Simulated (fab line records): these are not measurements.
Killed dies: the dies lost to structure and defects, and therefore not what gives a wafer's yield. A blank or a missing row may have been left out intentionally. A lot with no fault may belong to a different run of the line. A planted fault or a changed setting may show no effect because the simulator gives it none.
fab line records | flow n5_finfet
record: lots: 6 | wafers: 18 | last_day: 18
route steps=1938 shown PMOS_HMC_CHANNEL_EPI@66 BEOL_M4@1111
lots that met no fault: from a run of the same line without faults
start_h: hours from the record's opening day to when the first of the lot's shown wafers began | wait_h: how many hours have passed since the lot's step before this one | " repeats the value in the row above | L1.1+2: several wafers, shown together as one row | - either no value or no given start | * or withheld: withheld | < > ~ a bound
route shown NAME@n: names a module that has steps shown in the file, with the first one's number in the route | usual: mean/standard deviation of fault-free wafers | same: alike in all rows | chamber/n: place in a boat | sites: readings site by site | _std_site: the standard deviation of these | _edge_site: the outer-site mean with the inner-site mean subtracted | radius_mm: for every site, how far away it sits from the centre of the wafer | mask NAME#n: copy n | behind: the last tool/chamber to shape the wafer | hold: why the lot was held/for how many hours/how that ended | device: names the non-switching transistor (n, p or np) | end of line: the tests these same wafers got at the end of their route | a step given without rows: its recipe and nothing more | killed: count of dies lost to structure and defects at first sort (not the wafer's yield) | map: dies across one wafer; x = killed, . = not, _ = none there
set.NAME: the setting that was run; set.NAME@STEP: the one run at that earlier step | model.NAME: the simulator's own value behind a step, which no gauge read
lots at some steps of the route; a table a step, a row a wafer
services: when a tool's chamber went out of use (start_h, in hours from the record's first day, below 0 if earlier), for how many hours, and the reason
== steps ==
step: N5_PMOS_HMC_CHANNEL_EPI_OVL_MEAS_10
recipe: points_per_wafer: 44
usual: PMOS_HMC_BLK_OVL: -0.3/0.65
lot.wafer | tool       | chamber | start_h | wait_h | PMOS_HMC_BLK_OVL[nm]
L173.1    | overlay-02 | 0       | 17.42   | 0.0    | -0.5
L173.4    | "          | 0       | "       | "      | -0.1
L173.5    | "          | 0       | "       | "      | -0.3
L184.1    | overlay-02 | 0       | 84.18   | 0.0    | -0.3
L184.2    | "          | 0       | "       | "      | 0.1
L184.5    | "          | 0       | "       | "      | 1.3
L186.1    | overlay-01 | 0       | 95.29   | 0.0    | -1.1
L186.3    | "          | 0       | "       | "      | -1.4
L186.6    | "          | 0       | "       | "      | -0.3
L190.2    | overlay-01 | 0       | 120.21  | 0.0    | 0.4
L190.3    | "          | 0       | "       | "      | 0.4
L190.6    | "          | 0       | "       | "      | -0.1
L191.1    | overlay-02 | 0       | 125.54  | 0.0    | 0.0
L191.2    | "          | 0       | "       | "      | -0.4
L191.3    | "          | 0       | "       | "      | 0.4
L196.2    | overlay-01 | 0       | 155.24  | 0.0    | -0.3
L196.4    | "          | 0       | "       | "      | -0.8
L196.6    | "          | 0       | "       | "      | 0.3
step: N5_PMOS_HMC_CHANNEL_EPI_INSPECT_11
recipe: mode: adi | inspect_instrument: macro
usual: raw_defect_count: 2.1/1.5
lot.wafer | tool              | chamber | start_h | wait_h | raw_defect_count
L173.1    | defect_inspect-02 | -       | 17.45   | 0.0    | 1
L173.4    | "                 | -       | "       | "      | 0
L173.5    | "                 | -       | "       | "      | 2
L184.1    | defect_inspect-02 | -       | 84.20   | 0.0    | 1
L184.2    | "                 | -       | "       | "      | 2
L184.5    | "                 | -       | "       | "      | 0
L186.1    | defect_inspect-01 | -       | 95.31   | 0.0    | 2
L186.3    | "                 | -       | "       | "      | 1
L186.6    | "                 | -       | "       | "      | 0
L190.2    | defect_inspect-01 | -       | 120.23  | 0.0    | 9
L190.3    | "                 | -       | "       | "      | 2
L190.6    | "                 | -       | "       | "      | 2
L191.1    | defect_inspect-02 | -       | 125.57  | 0.0    | 2
L191.2    | "                 | -       | "       | "      | 1
L191.3    | "                 | -       | "       | "      | 1
L196.2    | defect_inspect-01 | -       | 155.27  | 0.0    | 1
L196.4    | "                 | -       | "       | "      | 0
L196.6    | "                 | -       | "       | "      | 1
step: N5_PMOS_HMC_CHANNEL_EPI_DESCUM_14
recipe: chemistry: O2 | time_s: 7.9 | source_power_w: 50 | bias_power_w: 20 | pressure_mtorr: 20 | rf_frequency_hz: 2.712e+07 | temp_c: 40 | resist: CAR-ArF-block | o2_flow_sccm: 225
step: N5_PMOS_HMC_CHANNEL_EPI_ETCH_32
recipe: chemistry: N2/H2 | target: BARC | stop_on: SiO2 | target_depth_a: 858 | over_etch_frac: 0.3 | time_s: 50.3 | ion_energy_ev: 200 | mask_material: CAR-ArF-block | pressure_mtorr: 30 | source_w: 840 | bias_w: 150 | n2_flow_sccm: 200 | h2_flow_sccm: 200
usual: drypump_motor_current_A: 5.7/0.4 | oes_product_au: 0.66/0.077 | rf_vpp_V: 524.0/2.3 | showerhead_plenum_p_Torr: 2.55/0.079 | throttle_valve_pct: 17.90/0.26
lot.wafer | tool        | chamber | start_h | wait_h | drypump_motor_current_A | oes_product_au | rf_hours_counter_h | rf_vpp_V | showerhead_plenum_p_Torr | throttle_valve_pct
L173.1    | rie_diel-04 | 1       | 17.52   | 0.0    | 5.9                     | 0.63           | 169                | 525.4    | 2.65                     | 17.84
L173.4    | "           | 2       | "       | "      | 6.5                     | 0.58           | -                  | 521.7    | 2.51                     | 18.29
L173.5    | "           | 3       | "       | "      | 5.1                     | 0.67           | -                  | 523.3    | 2.56                     | 18.19
L184.1    | rie_diel-05 | 0       | 84.27   | 0.0    | 5.9                     | 0.64           | 168                | 526.2    | 2.64                     | 18.26
L184.2    | "           | 3       | "       | "      | 5.7                     | 0.75           | 56                 | 519.9    | 2.48                     | 17.50
L184.5    | "           | 2       | "       | "      | 5.1                     | 0.79           | -                  | 525.8    | 2.59                     | 17.58
L186.1    | rie_diel-05 | 2       | 95.38   | 0.0    | 5.1                     | 0.78           | 24                 | 524.6    | 2.58                     | 17.58
L186.3    | "           | 1       | "       | "      | 5.5                     | 0.63           | 159                | 520.2    | 2.43                     | 18.01
L186.6    | "           | 3       | "       | "      | 5.7                     | 0.74           | -                  | 521.3    | 2.48                     | 17.51
L190.2    | rie_diel-04 | 1       | 120.30  | 0.0    | 5.9                     | 0.59           | 212                | 525.6    | 2.63                     | 17.93
L190.3    | "           | 0       | "       | "      | 5.7                     | 0.73           | 40                 | 521.5    | 2.49                     | 17.87
L190.6    | "           | 2       | "       | "      | 6.5                     | 0.56           | -                  | 520.4    | 2.49                     | 18.38
L191.1    | rie_diel-05 | 0       | 125.64  | 0.0    | 6.0                     | 0.63           | 179                | 526.4    | 2.63                     | 18.27
L191.2    | "           | 2       | "       | "      | 5.1                     | 0.76           | 33                 | 524.8    | 2.58                     | 17.60
L191.3    | "           | 3       | "       | "      | 5.7                     | 0.73           | 69                 | 523.6    | 2.47                     | 17.52
L196.2    | rie_diel-06 | 3       | 155.34  | 0.0    | 5.2                     | 0.65           | 155                | 525.3    | 2.65                     | 17.62
L196.4    | "           | 1       | "       | "      | 5.8                     | 0.64           | 144                | 522.9    | 2.44                     | 17.96
L196.6    | "           | 1       | "       | "      | 5.8                     | 0.63           | -                  | 521.2    | 2.44                     | 17.93
step: N5_PMOS_HMC_CHANNEL_EPI_HM_OPEN_15
recipe: chemistry: CHF3/O2 | target: SiO2 | mask_material: CAR-ArF-block | target_depth_a: 406 | CHF3_flow_sccm: 50 | O2_flow_sccm: 5 | Ar_flow_sccm: 200 | time_s: 20.3 | pressure_mtorr: 30 | source_w: 650 | bias_w: 170 | ion_energy_ev: 200
usual: drypump_motor_current_A: 5.7/0.4 | oes_product_au: 0.78/0.093 | rf_vpp_V: 526/5.6 | showerhead_plenum_p_Torr: 2.42/0.075 | throttle_valve_pct: 18.96/0.25
lot.wafer | tool        | chamber | start_h | wait_h | drypump_motor_current_A | oes_product_au | rf_hours_counter_h | rf_vpp_V | showerhead_plenum_p_Torr | throttle_valve_pct
L173.1    | rie_diel-04 | 1       | 17.56   | 0.0    | 5.9                     | 0.73           | 169                | 534      | 2.51                     | 18.96
L173.4    | "           | 2       | "       | "      | 6.5                     | 0.68           | -                  | 522      | 2.37                     | 19.34
L173.5    | "           | 3       | "       | "      | 5.1                     | 0.80           | -                  | 517      | 2.42                     | 19.21
L184.1    | rie_diel-05 | 0       | 84.32   | 0.0    | 6.0                     | 0.74           | 168                | 527      | 2.50                     | 19.28
L184.2    | "           | 3       | "       | "      | 5.6                     | 0.86           | 56                 | 521      | 2.34                     | 18.50
L184.5    | "           | 2       | "       | "      | 5.1                     | 0.92           | -                  | 519      | 2.45                     | 18.74
L186.1    | rie_diel-05 | 2       | 95.42   | 0.0    | 5.1                     | 0.92           | 24                 | 522      | 2.45                     | 18.73
L186.3    | "           | 1       | "       | "      | 5.5                     | 0.73           | 159                | 530      | 2.31                     | 18.96
L186.6    | "           | 3       | "       | "      | 5.6                     | 0.87           | -                  | 521      | 2.34                     | 18.54
L190.2    | rie_diel-04 | 1       | 120.34  | 0.0    | 5.9                     | 0.69           | 212                | 534      | 2.49                     | 19.03
L190.3    | "           | 0       | "       | "      | 5.6                     | 0.87           | 40                 | 527      | 2.35                     | 18.88
L190.6    | "           | 2       | "       | "      | 6.5                     | 0.64           | -                  | 521      | 2.36                     | 19.42
L191.1    | rie_diel-05 | 0       | 125.68  | 0.0    | 6.0                     | 0.72           | 179                | 529      | 2.49                     | 19.29
L191.2    | "           | 2       | "       | "      | 5.1                     | 0.89           | 33                 | 521      | 2.45                     | 18.77
L191.3    | "           | 3       | "       | "      | 5.7                     | 0.86           | 69                 | 519      | 2.33                     | 18.55
L196.2    | rie_diel-06 | 3       | 155.38  | 0.0    | 5.2                     | 0.76           | 155                | 533      | 2.51                     | 18.72
L196.4    | "           | 1       | "       | "      | 5.7                     | 0.74           | 144                | 519      | 2.31                     | 19.07
L196.6    | "           | 1       | "       | "      | 5.8                     | 0.73           | -                  | 518      | 2.31                     | 19.06
step: N5_PMOS_HMC_CHANNEL_EPI_STRIP_33
recipe: chemistry: N2/H2 | power_w: 500 | temp_c: 40 | pressure_mtorr: 50 | rf_frequency_hz: 6e+07 | overash_fraction: 0.3 | bias_power_w: 8 | h2_frac: 0.5 | n2_flow_sccm: 300 | h2_flow_sccm: 300
usual: drypump_motor_current_A: 5.7/0.4 | oes_product_au: 0.78/0.094 | rf_vpp_V: 54.3/1.5 | showerhead_plenum_p_Torr: 3.37/0.1 | throttle_valve_pct: 18.8/0.33
same: overash_fraction: 0.3
lot.wafer | tool        | chamber | start_h | wait_h | drypump_motor_current_A | oes_product_au | rf_hours_counter_h | rf_vpp_V | showerhead_plenum_p_Torr | throttle_valve_pct
L173.1    | rie_diel-04 | 1       | 17.62   | 0.0    | 5.9                     | 0.74           | 169                | 53.9     | 3.49                     | 18.6
L173.4    | "           | 2       | "       | "      | 6.5                     | 0.67           | -                  | 55.9     | 3.31                     | 19.2
L173.5    | "           | 3       | "       | "      | 5.1                     | 0.78           | -                  | 54.6     | 3.38                     | 19.3
L184.1    | rie_diel-05 | 0       | 84.37   | 0.0    | 6.0                     | 0.74           | 168                | 54.8     | 3.48                     | 19.3
L184.2    | "           | 3       | "       | "      | 5.7                     | 0.86           | 56                 | 56.3     | 3.28                     | 18.3
L184.5    | "           | 2       | "       | "      | 5.1                     | 0.92           | -                  | 53.7     | 3.42                     | 18.4
L186.1    | rie_diel-05 | 2       | 95.48   | 0.0    | 5.1                     | 0.92           | 24                 | 55.3     | 3.41                     | 18.4
L186.3    | "           | 1       | "       | "      | 5.5                     | 0.73           | 159                | 55.6     | 3.22                     | 19.2
L186.6    | "           | 3       | "       | "      | 5.7                     | 0.86           | -                  | 54.0     | 3.28                     | 18.4
L190.2    | rie_diel-04 | 1       | 120.40  | 0.0    | 5.9                     | 0.70           | 212                | 55.3     | 3.47                     | 18.7
L190.3    | "           | 0       | "       | "      | 5.6                     | 0.86           | 40                 | 53.0     | 3.29                     | 18.8
L190.6    | "           | 2       | "       | "      | 6.5                     | 0.66           | -                  | 53.4     | 3.29                     | 19.2
L191.1    | rie_diel-05 | 0       | 125.74  | 0.0    | 5.9                     | 0.72           | 179                | 55.8     | 3.47                     | 19.3
L191.2    | "           | 2       | "       | "      | 5.1                     | 0.90           | 33                 | 54.0     | 3.41                     | 18.4
L191.3    | "           | 3       | "       | "      | 5.6                     | 0.85           | 69                 | 51.0     | 3.27                     | 18.4
L196.2    | rie_diel-06 | 3       | 155.43  | 0.0    | 5.2                     | 0.75           | 155                | 51.6     | 3.49                     | 18.4
L196.4    | "           | 1       | "       | "      | 5.8                     | 0.75           | 144                | 51.4     | 3.23                     | 18.7
L196.6    | "           | 1       | "       | "      | 5.8                     | 0.75           | -                  | 56.6     | 3.23                     | 18.7
step: N5_PMOS_HMC_CHANNEL_EPI_STRIP_17
recipe: chemistry: SPM | time_s: 750 | temp_c: 130 | h2so4_h2o2_vol_ratio: 4 | dry: ipa_marangoni
step: N5_PMOS_HMC_CHANNEL_EPI_ETCH_38
recipe: chemistry: CF4 | target: SiO2 | target_depth_a: 15 | ion_energy_ev: 350 | pressure_mtorr: 10 | icp_w: 800 | bias_w: 400 | cf4_flow_sccm: 80
usual: cf4_flow_sccm: 80.01/0.25 | drypump_motor_current_A: 5.8/0.42 | oes_product_au: 1.003/0.019 | throttle_valve_pct: 21.77/0.16
lot.wafer | tool      | chamber | start_h | wait_h | cf4_flow_sccm | drypump_motor_current_A | oes_product_au | rf_hours_counter_h | throttle_valve_pct
L173.1    | rie_si-01 | 1       | 17.92   | 0.0    | 79.76         | 5.3                     | 1.012          | 0                  | 21.98
L173.4    | "         | 2       | "       | "      | 79.73         | 4.6                     | 1.018          | 210                | 21.82
L173.5    | "         | 2       | "       | "      | 79.82         | 4.6                     | 1.008          | -                  | 21.83
L184.1    | rie_si-02 | 2       | 84.70   | 0.0    | 80.29         | 5.1                     | 1.005          | 1                  | 21.88
L184.2    | "         | 1       | "       | "      | 80.49         | 5.9                     | 1.001          | 178                | 21.90
L184.5    | "         | 3       | "       | "      | 79.97         | 6.1                     | 1.014          | -                  | 21.48
L186.1    | rie_si-04 | 3       | 95.80   | 0.0    | 80.12         | 6.0                     | 1.004          | 22                 | 21.63
L186.3    | "         | 2       | "       | "      | 80.02         | 6.2                     | 1.028          | -                  | 21.84
L186.6    | "         | 3       | "       | "      | 80.33         | 6.0                     | 0.997          | -                  | 21.63
L190.2    | rie_si-01 | 0       | 120.74  | 0.0    | 79.79         | 6.1                     | 0.969          | 188                | 21.80
L190.3    | "         | 3       | "       | "      | 80.24         | 5.9                     | 1.014          | 63                 | 21.73
L190.6    | "         | 0       | "       | "      | 80.23         | 6.1                     | 0.967          | -                  | 21.81
L191.1    | rie_si-01 | 3       | 126.04  | 0.0    | 80.35         | 5.9                     | 1.020          | 63                 | 21.72
L191.2    | "         | 1       | "       | "      | 80.45         | 5.3                     | 1.019          | 2                  | 21.96
L191.3    | "         | 0       | "       | "      | 79.74         | 6.1                     | 0.969          | 189                | 21.81
L196.2    | rie_si-04 | 1       | 155.74  | 0.0    | 79.77         | 5.6                     | 1.000          | 1                  | 21.79
L196.4    | "         | 0       | "       | "      | 80.31         | 5.9                     | 1.017          | 20                 | 21.37
L196.6    | "         | 0       | "       | "      | 79.62         | 5.9                     | 1.022          | -                  | 21.35
step: N5_PMOS_HMC_CHANNEL_EPI_FIN_RECESS_16
recipe: chemistry: HBr/Cl2 | target: Si | mask_material: SiO2 | target_depth_a: 540 | time_s: 18 | pressure_mtorr: 10 | icp_w: 800 | bias_w: 75 | HBr_flow_sccm: 150 | Cl2_flow_sccm: 80
usual: HBr_flow_sccm: 150.0/0.5 | drypump_motor_current_A: 5.8/0.41 | oes_product_au: 1.004/0.018 | throttle_valve_pct: 35.43/0.21
lot.wafer | tool      | chamber | start_h | wait_h | HBr_flow_sccm | drypump_motor_current_A | oes_product_au | rf_hours_counter_h | throttle_valve_pct
L173.1    | rie_si-01 | 1       | 17.94   | 0.0    | 149.3         | 5.3                     | 1.015          | 0                  | 35.81
L173.4    | "         | 2       | "       | "      | 150.2         | 4.6                     | 1.013          | 210                | 35.53
L173.5    | "         | 2       | "       | "      | 151.7         | 4.6                     | 1.000          | -                  | 35.55
L184.1    | rie_si-02 | 2       | 84.72   | 0.0    | 149.1         | 5.2                     | 1.017          | 1                  | 35.63
L184.2    | "         | 1       | "       | "      | 150.2         | 6.0                     | 1.003          | 178                | 35.56
L184.5    | "         | 3       | "       | "      | 150.5         | 6.1                     | 1.015          | -                  | 35.22
L186.1    | rie_si-04 | 3       | 95.83   | 0.0    | 149.5         | 6.0                     | 1.005          | 22                 | 35.19
L186.3    | "         | 2       | "       | "      | 150.4         | 6.2                     | 1.030          | -                  | 35.35
L186.6    | "         | 3       | "       | "      | 149.7         | 6.0                     | 1.010          | -                  | 35.19
L190.2    | rie_si-01 | 0       | 120.76  | 0.0    | 150.7         | 6.1                     | 0.971          | 189                | 35.32
L190.3    | "         | 3       | "       | "      | 149.6         | 5.9                     | 1.011          | 63                 | 35.20
L190.6    | "         | 0       | "       | "      | 149.7         | 6.1                     | 0.964          | -                  | 35.32
L191.1    | rie_si-01 | 3       | 126.06  | 0.0    | 150.4         | 5.9                     | 1.012          | 63                 | 35.22
L191.2    | "         | 1       | "       | "      | 149.7         | 5.3                     | 1.018          | 2                  | 35.81
L191.3    | "         | 0       | "       | "      | 150.1         | 6.1                     | 0.965          | 189                | 35.34
L196.2    | rie_si-04 | 1       | 155.76  | 0.0    | 149.9         | 5.7                     | 0.994          | 1                  | 35.49
L196.4    | "         | 0       | "       | "      | 149.4         | 5.9                     | 1.017          | 20                 | 35.17
L196.6    | "         | 0       | "       | "      | 149.5         | 5.9                     | 1.024          | -                  | 35.17
step: N5_PMOS_HMC_CHANNEL_EPI_PRECLEAN_36
recipe: chemistry: O3/DIW | time_s: 45 | temp_c: 22 | o3_ppm: 10
step: N5_PMOS_HMC_CHANNEL_EPI_PRECLEAN_18
recipe: chemistry: DHF | time_s: 30 | temp_c: 25 | dilution: withheld
step: N5_PMOS_HMC_CHANNEL_EPI_SRD_19
recipe: dry: ipa_marangoni | do_ppb: 5 | time_s: 30 | temp_c: 23 | rinse_liquid: diw
step: N5_PMOS_HMC_CHANNEL_EPI_EPI_20
recipe: material: SiGe30 | mask_material: SiO2 | pressure_torr: 20 | target_thk_a: 590 | temp_c: 600
usual: chamber_pressure_Torr: 20.00/0.042
lot.wafer | tool         | chamber | start_h | wait_h | chamber_pressure_Torr | model.SiGe30_of_PMOS_HMC_CHANNEL_EPI_EPI_20.thk_nm
L173.1    | epi_rpcvd-01 | 0       | 18.11   | 0.0    | 20.00                 | 59.73
L173.4    | "            | 0       | "       | "      | 19.99                 | 59.38
L173.5    | "            | 0       | "       | "      | 19.96                 | 59.58
L184.1    | epi_rpcvd-02 | 0       | 84.89   | 0.0    | 25.58                 | 65.92
L184.2    | "            | 0       | "       | "      | 25.60                 | 65.4
L184.5    | "            | 0       | "       | "      | 25.58                 | 65.65
L186.1    | epi_rpcvd-02 | 0       | 96.05   | 0.0    | 25.67                 | 65.25
L186.3    | "            | 0       | "       | "      | 25.62                 | 65.03
L186.6    | "            | 0       | "       | "      | 25.56                 | 65.26
L190.2    | epi_rpcvd-04 | 0       | 121.13  | 0.2    | 20.01                 | 59.45
L190.3    | "            | 0       | "       | "      | 19.95                 | 59.77
L190.6    | "            | 0       | "       | "      | 20.01                 | 60.02
L191.1    | epi_rpcvd-01 | 0       | 126.23  | 0.0    | 20.03                 | 58.85
L191.2    | "            | 0       | "       | "      | 19.97                 | 59.04
L191.3    | "            | 0       | "       | "      | 20.04                 | 59.2
L196.2    | epi_rpcvd-02 | 0       | 156.13  | 0.2    | 19.96                 | 58.77
L196.4    | "            | 0       | "       | "      | 20.01                 | 59.47
L196.6    | "            | 0       | "       | "      | 20.01                 | 58.28
step: N5_PMOS_HMC_CHANNEL_EPI_HM_STRIP_35
recipe: chemistry: dHF | temp_c: 25 | material: SiO2 | target: SiO2 | target_depth_a: 396 | time_s: 216
usual: bath_heat_duty_pct: 6.4/0.74
lot.wafer | tool         | chamber | start_h | wait_h | bath_heat_duty_pct | model.SiGe30_of_PMOS_HMC_CHANNEL_EPI_EPI_20.thk_nm
L173.1    | wet_bench-02 | 3       | 19.74   | 1.4    | 6.7                | 59.68
L173.4    | "            | 6       | "       | "      | 6.6                | 59.33
L173.5    | "            | 4       | "       | "      | 7.5                | 59.52
L184.1    | wet_bench-02 | 4       | 86.12   | 1.0    | 7.9                | 65.86
L184.2    | "            | 6       | "       | "      | 5.7                | 65.34
L184.5    | "            | 3       | "       | "      | 6.5                | 65.59
L186.1    | wet_bench-05 | 3       | 97.28   | 1.0    | 5.9                | 65.19
L186.3    | "            | 1       | "       | "      | 6.2                | 64.97
L186.6    | "            | 7       | "       | "      | 7.1                | 65.2
L190.2    | wet_bench-05 | 1       | 122.17  | 0.8    | 6.1                | 59.39
L190.3    | "            | 2       | "       | "      | 6.3                | 59.71
L190.6    | "            | 4       | "       | "      | 6.8                | 59.97
L191.1    | wet_bench-06 | 0       | 127.46  | 1.0    | 6.4                | 58.79
L191.2    | "            | 7       | "       | "      | 5.9                | 58.98
L191.3    | "            | 5       | "       | "      | 6.1                | 59.14
L196.2    | wet_bench-02 | 6       | 157.17  | 0.8    | 6.0                | 58.72
L196.4    | "            | 2       | "       | "      | 5.9                | 59.41
L196.6    | "            | 1       | "       | "      | 5.7                | 58.23
step: N5_PMOS_HMC_CHANNEL_EPI_SRD_39
recipe: dry: ipa_marangoni | time_s: 30 | temp_c: 23 | rinse_liquid: diw
step: N5_BEOL_M4_RC_MEAS_101
usual: DIBL_N: 36.4/1.2 | DIBL_P: 36.1/1.6 | IOFF_N: 0.156/0.024 | IOFF_P: 0.21/0.031 | ION_N: 674/11 | ION_P: 463/6.9 | SS_N: 71.5/0.5 | SS_P: 73.2/0.55 | VT_N: 250.0/2.9 | VT_P: -250/3.6
lot.wafer | tool      | chamber | start_h | wait_h | DIBL_N[mV/V] | DIBL_P[mV/V] | IOFF_N[nA/um] | IOFF_P[nA/um] | ION_N[uA/um] | ION_P[uA/um] | SS_N[mV/dec] | SS_P[mV/dec] | VT_N[mV] | VT_P[mV]
L173.1    | prober-02 | 0       | 166.45  | 0.0    | 36.9         | 38.1         | 0.169         | 0.21          | 688          | 473          | 71.6         | 73.5         | 247.5    | -249
L173.4    | "         | 0       | "       | "      | 34.8         | 35.0         | 0.131         | 0.17          | 672          | 470          | 70.6         | 72.4         | 254.2    | -254
L173.5    | "         | 0       | "       | "      | 35.9         | 36.5         | 0.152         | 0.19          | 681          | 467          | 71.8         | 72.9         | 246.5    | -251
L184.1    | prober-02 | 0       | 232.40  | 0.0    | 39.6         | 39.8         | 0.216         | 0.35          | 697          | 490          | 71.5         | 73.3         | 246.6    | -241
L184.2    | "         | 0       | "       | "      | 38.9         | 38.5         | 0.189         | 0.30          | 686          | 481          | 72.1         | 73.6         | 247.5    | -243
L184.5    | "         | 0       | "       | "      | 38.9         | 37.9         | 0.180         | 0.29          | 675          | 473          | 72.3         | 73.4         | 249.4    | -242
L186.1    | prober-01 | 0       | 242.03  | 0.0    | 36.0         | 34.2         | 0.116         | 0.17          | 655          | 460          | 71.2         | 72.0         | 258.6    | -255
L186.3    | "         | 0       | "       | "      | 37.5         | 36.5         | 0.142         | 0.21          | 670          | 458          | 71.9         | 73.2         | 250.9    | -252
L186.6    | "         | 0       | "       | "      | 36.0         | 35.1         | 0.120         | 0.19          | 666          | 456          | 71.5         | 72.5         | 255.5    | -252
L190.2    | prober-01 | 0       | 258.14  | 0.2    | 36.4         | 35.9         | 0.146         | 0.20          | 670          | 458          | 72.1         | 73.2         | 250.1    | -252
L190.3    | "         | 0       | "       | "      | 36.6         | 36.5         | 0.153         | 0.22          | 660          | 458          | 71.4         | 72.7         | 250.7    | -249
L190.6    | "         | 0       | "       | "      | 35.4         | 34.3         | 0.129         | 0.20          | 659          | 458          | 70.5         | 72.4         | 256.2    | -253
L191.1    | prober-01 | 0       | 282.70  | 0.0    | 36.6         | 38.1         | 0.148         | 0.19          | 665          | 455          | 71.4         | 72.9         | 254.3    | -253
L191.2    | "         | 0       | "       | "      | 35.0         | 36.0         | 0.119         | 0.17          | 666          | 458          | 71.1         | 72.8         | 255.6    | -253
L191.3    | "         | 0       | "       | "      | 35.0         | 36.6         | 0.127         | 0.18          | 663          | 458          | 71.2         | 73.0         | 254.6    | -254
L196.2    | prober-01 | 0       | 314.90  | 0.2    | 37.0         | 36.9         | 0.183         | 0.20          | 695          | 463          | 72.7         | 73.8         | 246.0    | -251
L196.4    | "         | 0       | "       | "      | 36.7         | 36.2         | 0.167         | 0.18          | 680          | 458          | 71.1         | 73.9         | 249.4    | -254
L196.6    | "         | 0       | "       | "      | 35.6         | 35.2         | 0.154         | 0.17          | 679          | 457          | 72.1         | 73.0         | 247.6    | -254
== services ==
tool         | chamber | start_h | hours | kind
rie_diel-05  | 1       | -5.24   | 9.4   | repair
rie_diel-05  | 2       | 4.31    | -     | clean
rie_diel-05  | 2       | 4.31    | -     | consumable_replace:focus_ring
rie_diel-04  | -       | 11.16   | 2.8   | pm
rie_diel-04  | 0       | 14.81   | 8.2   | repair
wet_bench-06 | -       | 16.74   | 0.7   | repair
rie_diel-04  | 3       | 21.27   | 132.0 | repair
rie_si-01    | 2       | 29.15   | 1.7   | repair
rie_si-02    | -       | 31.91   | 0.3   | repair
epi_rpcvd-02 | -       | 37.61   | 0.5   | pm
rie_diel-06  | -       | 58.10   | 2.8   | pm
epi_rpcvd-02 | -       | 69.64   | 1.3   | repair
rie_diel-06  | 3       | 81.36   | 10.5  | repair
rie_diel-04  | 0       | 85.45   | 2.4   | repair
rie_si-04    | 0       | 91.66   | 9.6   | repair
rie_si-01    | 2       | 97.63   | 53.2  | repair
rie_si-02    | -       | 98.57   | 0.3   | repair
rie_diel-05  | 0       | 105.22  | 2.4   | repair
rie_si-04    | 1       | 118.55  | 12.5  | repair
epi_rpcvd-02 | -       | 118.56  | 4.1   | repair
epi_rpcvd-04 | -       | 138.19  | 8.1   | pm
rie_diel-05  | 0       | 149.24  | 2.4   | repair
rie_diel-04  | 0       | 150.26  | 5.2   | repair
epi_rpcvd-02 | -       | 151.05  | 1.2   | repair
== key ==
first_sign: step: N5_PMOS_HMC_CHANNEL_EPI_EPI_20 | reading: chamber_pressure_Torr | direction: up | sigmas: 99+ | usual: 20.00 | struck: 25.60
effect none on later readings
model_effect: step: N5_PMOS_HMC_CHANNEL_EPI_EPI_20 | value: SiGe30_of_PMOS_HMC_CHANNEL_EPI_EPI_20.thk_nm | without: 59.3 | struck: 65.42
model_effect: step: N5_PMOS_HMC_CHANNEL_EPI_HM_STRIP_35 | value: SiGe30_of_PMOS_HMC_CHANNEL_EPI_EPI_20.thk_nm | without: 59.24 | struck: 65.36
met_at N5_PMOS_HMC_CHANNEL_EPI_EPI_20
struck_wafers L184.1,L184.2,L184.5,L186.1,L186.3,L186.6
fault: kind: process_parameter_drift | tool: epi_rpcvd-02 | chamber: - | onset_h: 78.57 | steps: N5_PMOS_HMC_CHANNEL_EPI_EPI_20 | channel: pressure_torr | offset: 5.5715 | shape: step | end_h: 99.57 | acts_in: these_recipes_only | stated: 20
